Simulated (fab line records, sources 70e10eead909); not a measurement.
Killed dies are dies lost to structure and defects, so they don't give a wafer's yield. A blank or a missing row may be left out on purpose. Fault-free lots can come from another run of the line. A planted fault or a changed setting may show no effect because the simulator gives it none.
Matching of chambers / flow nandHarc / NHARC_A_STAIRCASE_CMP_152 on cmp-01: 4 sister chambers
The step polishes. 4 wafers are shown with their chamber, then 9 later ones without.

WAFERS, EACH WITH ITS CHAMBER
wafer=L082.5; chamber=0; motorCurrentA (A)=12.0
wafer=L084.2; chamber=1; motorCurrentA (A)=14.1
wafer=L084.3; chamber=3; motorCurrentA (A)=11.4
wafer=L084.4; chamber=2; motorCurrentA (A)=12.6

WAFERS WHOSE CHAMBER IS MISSING
wafer=L087.1; motorCurrentA (A)=14.9
wafer=L087.2; motorCurrentA (A)=12.0
wafer=L087.3; motorCurrentA (A)=12.9
wafer=L091.1; motorCurrentA (A)=12.1
wafer=L091.3; motorCurrentA (A)=13.9
wafer=L091.5; motorCurrentA (A)=11.4
wafer=L092.1; motorCurrentA (A)=12.1
wafer=L092.2; motorCurrentA (A)=12.0
wafer=L092.4; motorCurrentA (A)=11.7

EACH ONE'S CHAMBER
wafer=L087.1; from the rows above=1; in truth=1
wafer=L087.2; from the rows above=can't be placed: 0 or 2 or 3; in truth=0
wafer=L087.3; from the rows above=can't be placed: 2 or 0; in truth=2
wafer=L091.1; from the rows above=can't be placed: 0 or 2 or 3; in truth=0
wafer=L091.3; from the rows above=1; in truth=1
wafer=L091.5; from the rows above=can't be placed: 3 or 0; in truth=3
wafer=L092.1; from the rows above=can't be placed: 0 or 2 or 3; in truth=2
wafer=L092.2; from the rows above=can't be placed: 0 or 2 or 3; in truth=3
wafer=L092.4; from the rows above=can't be placed: 3 or 0 or 2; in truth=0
2 of 9 placed correctly. Cannot be placed on the basis of these rows: 7; the candidates contain the true chamber in 7. Wrongly placed: 0.
How it was worked out, from the rows above alone: a wafer's distance from a chamber is the root of the sum, over the readings, of the square of ((its reading less the chamber's mean) divided by the reading's scatter). If the next closest chamber is less than 2 further off than the closest, the wafer can't be placed; otherwise it belongs to the closest. The mean given for a chamber averages the wafers shown for that chamber. The scatter: root of mean squared gap, hidden wafer to nearest shown wafer, with one shown wafer a chamber.
